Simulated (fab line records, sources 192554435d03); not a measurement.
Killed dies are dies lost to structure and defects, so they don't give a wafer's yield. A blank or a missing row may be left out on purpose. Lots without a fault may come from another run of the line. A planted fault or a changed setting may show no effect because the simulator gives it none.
Chamber matching | flow n5_finfet | N5_MOL_CONTACT_COAG_ETCHBACK_135 on rie_diel-02: 4 sister chambers
The step etches SiO2 in CHF3, target depth 25 nm, time 16.7 s. 8 wafers are shown with their chamber, then 11 later ones without.

WAFERS WITH THEIR CHAMBER
wafer  | chamber | drypump_motor_current_A (A) | showerhead_plenum_p_Torr (Torr)
L088.5 | 2       | 5.9                         | 2.46
L089.3 | 1       | 5.0                         | 2.43
L091.1 | 2       | 5.9                         | 2.45
L091.3 | 0       | 5.7                         | 2.27
L091.4 | 1       | 4.9                         | 2.43
L092.5 | 0       | 5.7                         | 2.27
L092.6 | 3       | 5.4                         | 2.41
L093.1 | 3       | 5.4                         | 2.41

WAFERS WITHOUT THEIR CHAMBER
wafer  | drypump_motor_current_A (A) | showerhead_plenum_p_Torr (Torr)
L093.2 | 5.0                         | 2.43
L093.3 | 5.9                         | 2.45
L094.4 | 5.0                         | 2.43
L094.5 | 5.9                         | 2.45
L094.6 | 5.0                         | 2.43
L095.2 | 5.9                         | 2.45
L095.4 | 5.4                         | 2.41
L095.5 | 5.6                         | 2.27
L097.4 | 5.0                         | 2.43
L097.5 | 5.4                         | 2.40
L097.6 | 5.9                         | 2.45

WHICH CHAMBER EACH WENT THROUGH
wafer  | from the rows above | in truth
L093.2 | 1                   | 1
L093.3 | 2                   | 2
L094.4 | 1                   | 1
L094.5 | 2                   | 2
L094.6 | 1                   | 1
L095.2 | 2                   | 2
L095.4 | 3                   | 3
L095.5 | 0                   | 0
L097.4 | 1                   | 1
L097.5 | 3                   | 3
L097.6 | 2                   | 2
Placed correctly: 11 of 11. Can't be placed from these rows: 0. Placed wrongly: 0.
How it was worked out, from the rows above alone: a wafer's distance from a chamber is the root of the sum, over the readings, of the square of ((its reading less the chamber's mean) divided by the reading's scatter). The wafer belongs to the nearest chamber; if the next one is less than 2 further off, it can't be placed. A chamber's mean is the mean of its shown wafers. The scatter: the root of (the sum of the squares of (reading less its chamber's mean) over the shown wafers, divided by (wafers less chambers)).
